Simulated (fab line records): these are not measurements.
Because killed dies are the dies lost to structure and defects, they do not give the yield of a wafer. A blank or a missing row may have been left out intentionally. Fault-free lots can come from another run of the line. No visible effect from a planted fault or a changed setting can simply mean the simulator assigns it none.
Which of the tools did it? | flow n5_finfet | 12 lots (36 wafers sampled), 1 step of a 1938-step route

== WHAT THE GAUGES SHOWED, per wafer ==
N5_BEOL_M10_INSPECT_58: inspects for defects (darkfield).
lot  | measured     | on                | raw_defect_count
L076 | day 10 18:32 | defect_inspect-02 | 134 88 62
L074 | day 11 06:35 | defect_inspect-01 | 119 81 108
L078 | day 11 10:41 | defect_inspect-01 | 79 111 79
L081 | day 11 20:13 | defect_inspect-01 | 50 45 39
L083 | day 12 15:56 | defect_inspect-02 | 106 56 102
L086 | day 13 08:00 | defect_inspect-02 | 66 50 72
L087 | day 13 16:33 | defect_inspect-01 | 44 43 81
L089 | day 14 02:28 | defect_inspect-01 | 141 151 85
L090 | day 14 18:37 | defect_inspect-02 | 43 62 63
L092 | day 14 21:04 | defect_inspect-01 | 64 58 42
L095 | day 15 09:55 | defect_inspect-01 | 87 68 61
L096 | day 16 00:38 | defect_inspect-01 | 62 77 49

== WHAT TOOL EACH LOT RAN ON (gives the tool, then ch and the chambers of the sampled wafers, and finally the start) ==
No process step before these readings appears in the record.

== THE ANSWER, worked out from the rows above alone ==
Rule: usual is defined by the lots themselves. The widest of any qualifying gaps counts: lots, ordered by their means at a reading, are off when they make up no more than a third of the lots, leave a main group of 4 or more, and stand apart from it by 3 or more times the standard deviation of that group's means. A main group whose means are all the same, to the digits that the tables above print for the reading, isn't used. A lot without any number at a reading at which 4 lots or more have one is off too. Where the step has rows for the other lots, those lots are counted as sound.
Nothing can be told from this: no lot is off at any reading shown.

== WHAT THE SIMULATOR PUT IN ==
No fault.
